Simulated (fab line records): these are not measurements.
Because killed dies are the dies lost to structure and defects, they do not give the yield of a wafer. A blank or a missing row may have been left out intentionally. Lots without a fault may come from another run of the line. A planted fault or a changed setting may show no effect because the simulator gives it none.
Problem report, 8D (eight disciplines) form, completed by code	flow n5Finfet	the parts of the form that need people (team, actions taken, sign-off) are left out

## 1. PROBLEM STATEMENT
Mean of exposureDoseMJCm2 at N5_BEOL_M14_EXPOSE_07: 57.97 across 6 wafers in 2 lots; on wafers with no fault it is 56.96 (standard deviation 0.057). That is +18 standard deviations from the usual mean.
The step: exposes mask V13.
First observed at day 16 09:55: wafer L839.4, on krfScanner-01. The record holds 31 wafers of 12 lots with a number at this step. The rule behind "out" and "out of limits": a value lying over 4 standard deviations away from the usual mean. The other wafers with a number count as sound.

## 2. WHAT IT IS, AND WHAT IT ISN'T
question	is	is not
which readings at this step	exposureDoseMJCm2	-
which lots	L839, L840	L824, L826, L827, L828, L829, L830, L834, L838, L844, L845
which wafers of those lots	all that have a number	-
read on which tools	krfScanner-01	krfScanner-02
when	from day 16 09:55	up to then (19 sound wafers); but 6 sound wafers of L844, L845 came after

## 3. THE SUSPECTS, EACH WITH WHAT RULES IT OUT
Counting: a tool at a process step up to the reading stays a suspect if it ran every lot that is out and no sound lot after the first of them.
- pvdSputter-02 at N5_BEOL_M13_SPUTTER_45 (material Cu, target thk 80 nm, time 13.33 s): kept. All lots that are out passed through it, beginning with L839 at day 16 06:05, and no sound lot followed; its final sound lot before that point was L829 at day 13 07:05.
- krfScanner-01 at N5_BEOL_M14_EXPOSE_07 (exposes mask V13): kept. All lots that are out passed through it, beginning with L839 at day 16 09:55, and no sound lot followed; its final sound lot before that point was L838 at day 16 03:07. Out on those wafers are its own readings of exposureDoseMJCm2.
Left after counting: pvdSputter-02 at N5_BEOL_M13_SPUTTER_45, krfScanner-01 at N5_BEOL_M14_EXPOSE_07.

## 4. THE CAUSE (what the simulator had put in)
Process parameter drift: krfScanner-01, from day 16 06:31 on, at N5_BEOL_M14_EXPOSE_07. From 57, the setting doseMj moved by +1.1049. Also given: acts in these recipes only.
2 suspects survive the count, and this tool is in that group.

## 5. SEQUENCE OF EFFECTS, ordered by route
Each row: a reading where the mean over the struck wafers with a number is more than 3 standard deviations away from the usual. Readings are gone through only where the record gives a usual standard deviation; hours: the median, over the lots, of the time from a lot's start at the first step in this table giving one to that lot's start at this step; sigmas: the change measured in usual standard deviations.
hours	step	reading	usual	on struck wafers	change	sigmas
0	N5_BEOL_M14_EXPOSE_07	exposureDoseMJCm2	56.96	57.97	+1.01	+18
It contains these process steps:
- N5_BEOL_M14_EXPOSE_07: exposes mask V13.

## 6. WHAT WOULD HAVE CAUGHT IT SOONER
In this record no reading fell out of limits until day 16 09:55, 3 hours after the fault had begun at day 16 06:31.
